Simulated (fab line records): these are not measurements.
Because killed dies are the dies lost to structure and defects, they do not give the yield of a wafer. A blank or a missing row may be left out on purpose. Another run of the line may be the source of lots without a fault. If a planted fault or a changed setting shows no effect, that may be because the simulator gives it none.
Which tool was responsible? | flow nandHarc | 7 lots with 20 wafers sampled at 4 steps, on a route of 1159 steps

## WHAT THE GAUGES SHOWED, per wafer
NHARC_END_SORT_01.
lot  | measured     | on        | killedAtArray
L344 | day 21 10:09 | prober-01 | 29 40 344

## EACH LOT AND THE TOOL THAT RAN IT (in order: tool; ch and the chambers of the sampled wafers; start)
lot  | NHARC_A_SGD_CUT_DEP_00          | NHARC_THIN_TSV_PVD_51                  | NHARC_THIN_TSV_PRE_CLEAN_54
L341 | pecvd-04 ch 0,2, day 14 11:37   | pvdSputter-02, day 19 22:01 or earlier | pvdSputter-03, day 19 22:01
L346 | pecvd-01 ch 0,2, day 14 18:09   | pvdSputter-01, day 20 00:22 or earlier | pvdSputter-03, day 20 00:22
L344 | pecvd-01 ch 1,2, day 15 02:11   | pvdSputter-02, day 20 01:32 or earlier | pvdSputter-02, day 20 01:32
L355 | pecvd-01 ch 2, day 16 18:22     | -                                      | -
L359 | pecvd-04 ch 0,1,2, day 18 13:10 | pvdSputter-03, day 23 20:29 or earlier | pvdSputter-03, day 23 20:29
L362 | pecvd-01 ch 0,1,2, day 19 08:50 | pvdSputter-01, day 24 08:23 or earlier | pvdSputter-02, day 24 08:23
L363 | pecvd-01 ch 0,2, day 19 14:26   | pvdSputter-02, day 24 13:43 or earlier | pvdSputter-02, day 24 13:43
- NHARC_A_SGD_CUT_DEP_00: deposits SiNx, target thk 50 nm.
- NHARC_THIN_TSV_PVD_51: deposits Cu, target thk 100 nm.
- NHARC_THIN_TSV_PRE_CLEAN_54: time 30 s.

## THE ANSWER, worked out from the rows above alone
Rule: usual is defined by the lots themselves. The widest of any qualifying gaps counts: lots, ordered by their means at a reading, are off when they make up no more than a third of the lots, leave a main group of 4 or more, and stand apart from it by 3 or more times the standard deviation of that group's means. A main group whose means are all the same, to the digits that the tables above print for the reading, isn't used. A lot without any number at a reading at which 4 lots or more have one is off too. Where the step has rows for the other lots, those lots are counted as sound.
No lot is off at any reading shown: from this, nothing can be told.

## WHAT WAS PUT IN BY THE SIMULATOR
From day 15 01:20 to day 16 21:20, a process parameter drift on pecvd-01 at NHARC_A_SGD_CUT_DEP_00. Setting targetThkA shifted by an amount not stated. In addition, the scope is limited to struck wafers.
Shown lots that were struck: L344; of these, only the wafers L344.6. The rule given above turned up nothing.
